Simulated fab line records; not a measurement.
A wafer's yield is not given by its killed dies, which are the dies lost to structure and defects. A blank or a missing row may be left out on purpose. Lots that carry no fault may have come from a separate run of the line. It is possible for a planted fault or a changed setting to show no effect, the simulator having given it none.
A lot that was struck, set against a sound lot ; flow nand_harc ; 19 out of 1302 route steps
Sound: the wafers L176.2, L176.3, L176.5. Wafers struck: L184.2, L184.3, L184.6. At the end, the cause is stated.
Order at every step that has rows: each side's tool, ch and its chambers, its first start. Under that, the readings that differ: sound wafers ; struck wafers ; difference of the means ; sigmas: that difference in standard deviations of wafers without a fault.
alike: readings with means less than 2 such deviations apart, plus words and numbers identical on both sides. not compared: withheld readings, readings lacking a value on some wafer, bounds such as >300 that could conceal the same value, and numbers that have no deviation in the record and whose values overlap.
A row with sigmas, a row that says differs or no value, or rows on one side alone: a step with any of these is where the two part. Numbers that have no deviation but don't overlap get no sigmas and don't part them. A reading that every wafer of one side lacks parts them only if that side has two wafers or more.

NHARC_A_BONDPAD_OVL_MEAS_35:
  sound on overlay-02, day 25 21:33; struck on overlay-02, day 30 02:01
reading;sound;struck;difference;sigmas
overlay_y_nm (nm);-2 -2 -2;11 11 11;+13;+2
  alike: overlay_x_nm
then, 2 steps without rows for these wafers: NHARC_A_BONDPAD_HARDBAKE_10 (time 65 s); NHARC_A_BONDPAD_DESCUM_11 (chemistry O2, time 3 s).
NHARC_A_BONDPAD_ETCH_34: etches the open film in N2/H2, target depth 60 nm, overetch 18 nm, time 65.91 s.
  sound on rie_diel-03 ch 0,1,2, day 25 21:46; struck on rie_diel-11 ch 0,1,3, day 30 02:14
  alike: drypump_motor_current_A, oes_product_au, rf_vpp_V, showerhead_plenum_p_Torr, throttle_valve_pct
  not compared: rf_hours_counter_h
then, 1 step without rows for these wafers: NHARC_A_BONDPAD_ETCH_12 (etches the open film in CHF3/O2, target depth 220 nm, time 110 s).
NHARC_A_BONDPAD_CD_MEAS_13:
  sound on cd_sem-02, day 25 21:59; struck on cd_sem-02, day 30 02:28
  alike: cd_nm
NHARC_A_BONDPAD_STRIP_15: strips in O2.
  sound on rie_diel-11 ch 0,1, day 25 22:04; struck on rie_diel-11 ch 0,2,3, day 30 02:32
  alike: drypump_motor_current_A, oes_product_au, rf_vpp_V, showerhead_plenum_p_Torr, throttle_valve_pct
  not compared: rf_hours_counter_h
then, 2 steps without rows for these wafers: NHARC_A_BONDPAD_ETCH_24 (etches the open film in CF4/N2, target depth 30 nm, time 72.99 s); NHARC_A_BONDPAD_STRIP_16 (strips in post etch residue remover, time 600 s).
NHARC_A_BONDPAD_DEGAS_25: time 60 s.
  sound on pvd_sputter-03, day 25 22:40; struck on pvd_sputter-02, day 30 03:05
  alike: heater_power_w
NHARC_A_BONDPAD_PRE_CLEAN_26: time 30 s.
  sound on pvd_sputter-03; struck on pvd_sputter-02
  alike: heater_power_w
NHARC_A_BONDPAD_PVD_17: deposits TaN, target thk 5 nm, time 8.06 s.
  sound on pvd_sputter-03; struck on pvd_sputter-02
  alike: chamber_pressure_pa, throttle_valve_pct
NHARC_A_BONDPAD_PVD_27: deposits Cu, target thk 30 nm, time 20.49 s.
  sound on pvd_sputter-03, day 25 22:53; struck on pvd_sputter-02, day 30 03:18
  alike: chamber_pressure_pa, throttle_valve_pct
then, 4 steps without rows for these wafers: NHARC_A_BONDPAD_ECD_18 (material Cu, target thk 400 nm); NHARC_A_BONDPAD_ANNEAL_28 (time 90 s); NHARC_A_BONDPAD_CMP_19 (polishes, t overpolish 30 s, cu recess touch 16 s, target thk 169.82 nm); NHARC_A_BONDPAD_SRD_21 (time 30 s, dry time 20 s).
NHARC_A_BONDPAD_INSPECT_23:
  sound on defect_inspect-02, day 26 00:17; struck on defect_inspect-02, day 30 04:42
reading;sound;struck;difference;sigmas
raw_defect_count;537 1054 787;436 493 475;-325;-2
NHARC_END_SORT_01:
  sound on prober-01 ch 0, day 27 06:43; struck on prober-01 ch 0, day 31 11:25
reading;sound;struck;difference;sigmas
hold;- - -;await_dispo/4.3h/scrap await_dispo/4.3h/scrap await_dispo/4.3h/scrap;no value on the sound wafers;
defect_limited_yield (%);90.0 89.2 91.3;0 0 0;-90;-32
killed_at_array;65 70 57;672 669 668;+606;+34
killed_dies;68 73 59;677 677 677;+610;+32
sort_bin_2_pct (%);3.7 5.2 3.5;93.2 95.1 94.5;+90.1;+69
sort_n_pass;609 604 618;0 0 0;-610;-32
sort_rim_yield_pct (%);94 93 99;0 0 0;-95;-30
sort_yield_pct (%);90.0 89.2 91.3;0 0 0;-90;-32
  alike: killed_at_other, killed_at_periphery, killed_open, killed_short, sort_bin_3_pct, sort_bin_4_pct

== WHERE THEY PART ==
First at NHARC_A_BONDPAD_OVL_MEAS_35; last, within this record, at NHARC_END_SORT_01.

WHY: what had been put in by the simulator
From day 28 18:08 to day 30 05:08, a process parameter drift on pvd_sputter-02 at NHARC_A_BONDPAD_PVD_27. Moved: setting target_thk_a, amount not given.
